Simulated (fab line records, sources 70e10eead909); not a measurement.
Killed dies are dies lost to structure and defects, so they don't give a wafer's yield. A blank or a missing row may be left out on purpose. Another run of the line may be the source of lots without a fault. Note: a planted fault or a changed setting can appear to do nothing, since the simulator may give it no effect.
fab line records	flow nand-harc
record: lots: 12	wafers: 36	last-day: 25
route steps=1159 shown A_M0@1007 A_M1@1041
lots that met no fault: taken from a fault-free run of the same line
start-h: start of the lot's first displayed wafer, in hours after the record's first day	wait-h: hours since the lot's step before	" identical to the entry in the row above	L1.1+2: several wafers, shown together as one row	- no value, or no start was given	* or withheld: withheld	< > ~ a bound
route shown NAME@n: NAME is a module with steps in the file, n the number in the route of the first one	usual: mean and standard deviation over wafers with no fault	same: alike in all rows	chamber/n: place in a boat	sites: per-site readings	_std_site: standard deviation of those values	_edge_site: inner sites' mean taken away from outer sites' mean	radius-mm: for every site, how far away it sits from the centre of the wafer	mask NAME#n: copy n	behind: tool/chamber where the wafer was last shaped	hold: the reason the lot was held/the length of the hold in hours/how it ended	device: transistor that didn't switch, given as n, p or np	end of line: at the end of the route, the tests of the same wafers	a step with no rows: only its recipe	killed: not the wafer's yield, but the dies lost to structure and defects at the first sort	map: dies across one wafer; x = killed, . = not, _ = none there
set.NAME: the setting the step ran with; set.NAME@STEP: the setting that earlier step ran with	model.NAME: the simulator's own value behind a step, which no gauge read
a sample of lots followed through the steps of the route, with each step as a table and each wafer as a row
services: when a tool's chamber went out of use (start-h, in hours from the record's first day, below 0 if earlier), for how many hours, and the reason
== steps ==
step: NHARC_A_M0_DESCUM_14
recipe: time-s: 3	o2-flow-sccm: 200	ar-flow-sccm: 0	bias-power-w: 0	chemistry: O2
usual: drypump-motor-current-A: 5.9/0.45	oes-product-au: 0.999/0.01	rf-vpp-V: 57.9/0.98	showerhead-plenum-p-Torr: 1.94/0.099	throttle-valve-pct: 11.310/0.0095
lot.wafer	tool	chamber	start-h	wait-h	drypump-motor-current-A	oes-product-au	rf-hours-counter-h	rf-vpp-V	showerhead-plenum-p-Torr	throttle-valve-pct
L320.2	rie-diel-10	1	403.76	0.1	5.2	1.001	4	57.1	1.81	11.304
L320.3	"	3	"	"	5.8	0.978	3	57.1	1.83	11.320
L320.6	"	2	"	"	6.6	0.992	-	56.8	2.02	11.324
L319.3	rie-diel-10	1	404.41	0.1	5.2	1.000	4	58.4	1.81	11.302
L319.1	"	2	"	"	6.7	0.998	3	57.5	2.02	11.310
L319.6	"	0	"	"	6.3	0.992	-	59.2	2.04	11.297
L321.4	rie-diel-02	2	404.61	0.1	5.4	1.005	5	59.8	2.03	11.318
L321.1	"	1	"	"	5.9	1.018	5	57.7	1.78	11.307
L321.5	"	2	"	"	5.4	1.010	-	60.0	2.03	11.294
L322.1	rie-diel-09	2	404.79	0.1	5.3	0.984	8	56.5	1.81	11.299
L322.6	"	0	"	"	6.2	0.993	-	59.3	2.02	11.307
L322.5	"	1	"	"	6.1	0.995	-	58.0	2.04	11.314
L324.1	rie-diel-02	1	413.75	0.1	5.9	1.007	6	57.2	1.78	11.310
L324.4	"	3	"	"	5.6	0.991	6	56.1	1.87	11.310
L324.6	"	0	"	"	5.7	1.004	-	58.1	2.00	11.318
L323.4	rie-diel-09	3	414.17	0.1	6.0	1.017	10	58.5	1.94	11.295
L323.1	"	2	"	"	5.3	0.982	9	57.4	1.81	11.321
L323.6	"	0	"	"	6.2	1.008	-	59.5	2.02	11.305
L326.1	rie-diel-02	3	441.50	0.1	5.6	0.988	9	58.4	1.87	11.311
L326.3	"	0	"	"	5.6	1.010	8	59.3	2.00	11.302
L326.4	"	0	"	"	5.6	1.008	-	58.5	2.00	11.330
L331.1	rie-diel-09	1	494.53	0.2	6.1	0.998	1	58.1	2.04	11.322
L331.4	"	0	"	"	6.2	1.012	1	59.5	2.02	11.320
L331.6	"	1	"	"	6.1	0.992	-	57.5	2.04	11.313
L335.1	rie-diel-02	3	501.78	0.1	5.6	0.995	13	57.9	1.87	11.313
L335.2	"	0	"	"	5.6	1.018	11	58.4	2.00	11.315
L335.4	"	1	"	"	5.9	1.001	11	55.3	1.77	11.307
L338.1	rie-diel-10	2	513.66	0.1	6.6	0.990	11	58.8	2.02	11.301
L338.2	"	0	"	"	6.3	0.997	11	58.9	2.04	11.305
L338.3	"	1	"	"	5.2	1.006	11	57.0	1.81	11.299
L340.1	rie-diel-02	0	531.13	0.1	5.7	1.009	1	58.5	2.00	11.316
L340.2	"	2	"	"	5.5	0.982	1	57.8	2.02	11.305
L340.6	"	0	"	"	5.7	1.012	-	56.7	2.00	11.313
L342.3	rie-diel-10	1	541.69	0.1	5.2	0.985	0	57.3	1.81	11.306
L342.1	"	2	"	"	6.6	0.994	0	57.9	2.02	11.302
L342.6	"	1	"	"	5.2	0.986	-	57.7	1.81	11.306
step: NHARC_A_M0_PRE_CLEAN_31
recipe: time-s: 12	temp-c: 370	rf-power-w: 300	gas: NH3
usual: heater-power-outer-w: 356/92	heater-power-w: 609/120
lot.wafer	tool	chamber	start-h	wait-h	heater-power-outer-w	heater-power-w
L320.3	pecvd-04	2	406.35	0.1	369	573
L320.2	"	1	"	"	523	842
L320.6	"	1	"	"	526	838
L319.1	pecvd-04	0	406.95	0.1	299	499
L319.3	"	2	"	"	338	538
L319.6	"	1	"	"	459	726
L321.1	pecvd-02	2	407.26	0.1	207	454
L321.5	"	0	"	"	365	672
L321.4	"	1	"	"	377	668
L322.1	pecvd-01	1	407.35	0.1	265	506
L322.5	"	1	"	"	263	492
L322.6	"	0	"	"	400	684
L324.1	pecvd-04	2	416.53	0.1	360	560
L324.4	"	0	"	"	245	439
L324.6	"	1	"	"	550	837
L323.1	pecvd-02	2	417.19	0.1	229	480
L323.6	"	1	"	"	380	677
L323.4	"	2	"	"	227	482
L326.3	pecvd-04	2	444.11	0.1	325	525
L326.1	"	0	"	"	308	521
L326.4	"	0	"	"	302	526
L331.1	pecvd-02	1	497.25	0.1	379	704
L331.4	"	2	"	"	206	461
L331.6	"	1	"	"	385	693
L335.2	pecvd-04	2	505.59	0.1	297	490
L335.1	"	1	"	"	537	846
L335.4	"	2	"	"	295	482
L338.2	pecvd-04	1	516.93	0.4	510	787
L338.1	"	2	"	"	305	500
L338.3	"	0	"	"	296	501
L340.2	pecvd-01	1	534.01	0.1	266	504
L340.1	"	2	"	"	443	754
L340.6	"	0	"	"	405	659
L342.3	pecvd-04	2	544.42	0.1	328	526
L342.1	"	1	"	"	526	806
L342.6	"	2	"	"	331	527
step: NHARC_A_M1_ETCH_15
recipe: target-depth-a: 1825	time-s: 91.2	c4f8-flow-sccm: withheld	ar-flow-sccm: 400	rf-w: 600	bias-w: 300	chemistry: C4F8/Ar
usual: oes-product-au: 0.953/0.022	rf-vpp-V: 441/3.4	run-length-s: 112.6/0.43
lot.wafer	tool	chamber	start-h	wait-h	oes-product-au	rf-hours-counter-h	rf-vpp-V	run-length-s
L320.3	rie-diel-11	1	408.18	-	0.965	1.9	436	112.7
L320.2	"	3	"	"	0.956	1.6	437	112.9
L320.6	"	1	"	"	0.964	-	437	112.8
L319.1	rie-diel-11	0	408.62	-	0.985	2.0	445	112.2
L319.3	"	1	"	"	0.949	1.9	437	112.4
L319.6	"	3	"	"	0.986	-	439	113.3
L321.1	rie-diel-11	2	408.93	-	0.957	1.6	442	112.3
L321.4	"	0	"	"	0.983	2.0	444	111.9
L321.5	"	1	"	"	0.958	-	437	112.5
L322.1	rie-diel-05	3	409.33	-	0.921	2.0	445	112.9
L322.5	"	3	"	"	0.917	-	445	112.6
L322.6	"	0	"	"	0.917	-	444	113.0
L324.4	rie-diel-05	2	418.21	-	0.976	0.8	445	112.6
L324.1	"	3	"	"	0.971	2.3	445	113.1
L324.6	"	2	"	"	0.977	-	445	112.3
L323.4	rie-diel-11	1	418.88	-	0.973	2.5	436	112.4
L323.1	"	2	"	"	0.976	2.1	444	112.5
L323.6	"	0	"	"	0.970	-	443	112.4
L326.4	rie-diel-07	3	445.66	-	0.951	2.7	436	112.0
L326.3	"	0	"	"	0.949	2.4	441	112.2
L326.1	"	1	"	"	0.958	2.3	441	111.9
L331.1	rie-diel-11	3	498.91	-	0.951	6.6	436	113.1
L331.4	"	2	"	"	0.933	6.4	443	99.4
L331.6	"	3	"	"	0.941	-	436	113.4
L335.1	rie-diel-05	0	507.16	-	0.976	4.2	444	113.4
L335.2	"	1	"	"	0.977	4.5	445	113.6
L335.4	"	3	"	"	0.954	4.0	444	112.7
L338.3	rie-diel-07	0	518.61	-	0.974	9.7	441	112.1
L338.1	"	2	"	"	0.958	9.3	442	111.9
L338.2	"	3	"	"	0.967	10.0	439	111.9
L340.2	rie-diel-05	3	535.56	-	0.991	0.2	445	113.4
L340.1	"	2	"	"	0.965	0.2	447	112.5
L340.6	"	3	"	"	0.985	-	444	112.6
L342.1	rie-diel-07	0	546.33	-	0.923	11.4	442	112.1
L342.3	"	1	"	"	0.925	8.5	438	112.6
L342.6	"	2	"	"	0.932	-	443	112.0
step: NHARC_A_M1_DEP_33
recipe: target-thk-a: 300	temp-c: 370	target-thk-nm: 30	pressure-torr: 3	flow-sccm: 200	rf-w: 450	material: SiCN
usual: heater-power-outer-w: 325/93	heater-power-w: 567/120	showerhead-vpp-V: 1327/89
lot.wafer	tool	chamber	start-h	wait-h	heater-power-outer-w	heater-power-w	showerhead-vpp-V
L320.2	pecvd-01	0	410.78	0.1	314	565	1373
L320.3	"	1	"	"	205	420	1387
L320.6	"	2	"	"	362	642	1198
L319.3	pecvd-02	0	411.24	0.1	354	676	1445
L319.1	"	1	"	"	340	627	1326
L319.6	"	0	"	"	362	655	1423
L321.1	pecvd-01	0	411.52	0.1	293	537	1366
L321.4	"	1	"	"	250	477	1406
L321.5	"	2	"	"	394	682	1201
L322.1	pecvd-04	0	411.97	0.1	262	445	1263
L322.5	"	2	"	"	309	513	1393
L322.6	"	0	"	"	266	447	1263
L324.1	pecvd-04	0	420.80	0.1	244	424	1263
L324.4	"	0	"	"	247	429	1246
L324.6	"	2	"	"	259	430	1382
L323.1	pecvd-04	2	421.41	0.1	338	546	1388
L323.4	"	2	"	"	338	549	1359
L323.6	"	0	"	"	269	455	1254
L326.1	pecvd-04	1	448.27	0.1	545	831	1229
L326.3	"	2	"	"	321	524	1359
L326.4	"	1	"	"	513	812	1223
L331.1	pecvd-04	2	503.21	0.1	316	509	1376
L331.4	"	1	"	"	526	808	1243
L331.6	"	0	"	"	276	468	1250
L335.1	pecvd-01	1	511.45	0.1	259	507	1406
L335.2	"	0	"	"	330	568	1381
L335.4	"	0	"	"	331	568	1356
L338.1	pecvd-04	1	521.86	0.1	438	691	1241
L338.3	"	2	"	"	334	530	1397
L338.2	"	0	"	"	239	410	1268
L340.1	pecvd-04	1	538.14	0.1	450	722	1254
L340.2	"	2	"	"	305	515	1375
L340.6	"	2	"	"	309	516	1369
L342.1	pecvd-04	2	548.88	0.1	315	530	1400
L342.3	"	0	"	"	240	408	1265
L342.6	"	1	"	"	505	776	1231
== services ==
tool	chamber	start-h	hours	kind
rie-diel-07	2	381.10	7.4	repair
rie-diel-05	0	382.59	5.5	repair
pecvd-01	2	404.77	5.3	repair
rie-diel-05	2	405.03	1.8	repair
rie-diel-11	0	409.98	2.8	repair
rie-diel-02	2	414.96	5.8	repair
pecvd-01	-	418.35	13.0	pm
rie-diel-05	1	421.10	2.6	repair
rie-diel-05	3	430.96	18.6	repair
rie-diel-02	1	439.05	15.5	repair
rie-diel-05	1	439.67	4.6	repair
pecvd-01	-	442.65	0.6	repair
pecvd-01	2	470.39	4.3	repair
rie-diel-02	-	488.77	12.6	repair
pecvd-01	1	501.68	5.0	repair
rie-diel-02	-	504.70	9.0	pm
rie-diel-11	3	507.58	1.8	repair
pecvd-02	-	515.28	13.0	pm
rie-diel-05	-	517.60	9.0	pm
pecvd-01	0	522.17	5.7	repair
rie-diel-10	-	530.79	9.0	pm
rie-diel-10	3	539.98	20.8	repair
rie-diel-11	-	543.51	9.0	pm
rie-diel-10	-	546.09	0.3	repair
== key ==
first-sign: step: NHARC_A_M1_ETCH_15	reading: run-length-s	direction: down	sigmas: 31	usual: *	struck: *
effect none on later readings
met-at NHARC_A_M1_ETCH_15
struck-lots L331
struck-wafers L331.4
later-rows-left-out L331.4
sort-left-out L331.4
not-acting-at NHARC_A_M0_DESCUM_14,NHARC_A_M0_PRE_CLEAN_31,NHARC_A_M1_DEP_33
onset-between 418.88 498.91
fault: kind: process-parameter-drift	tool: rie-diel-11	chamber: -	onset-h: 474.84	steps: NHARC_A_M1_ETCH_15	channel: time-s	offset: *	shape: step	end-h: 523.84	scope: struck-wafers-only	acts-in: *	stated: *
sort-left-out: the simulated sort isn't trusted on such a fault, so these wafers' sort isn't shown, and their yield isn't known
later-rows-left-out: the simulator's readings of these wafers behind a module that went badly wrong aren't trusted and aren't shown, but for the sort
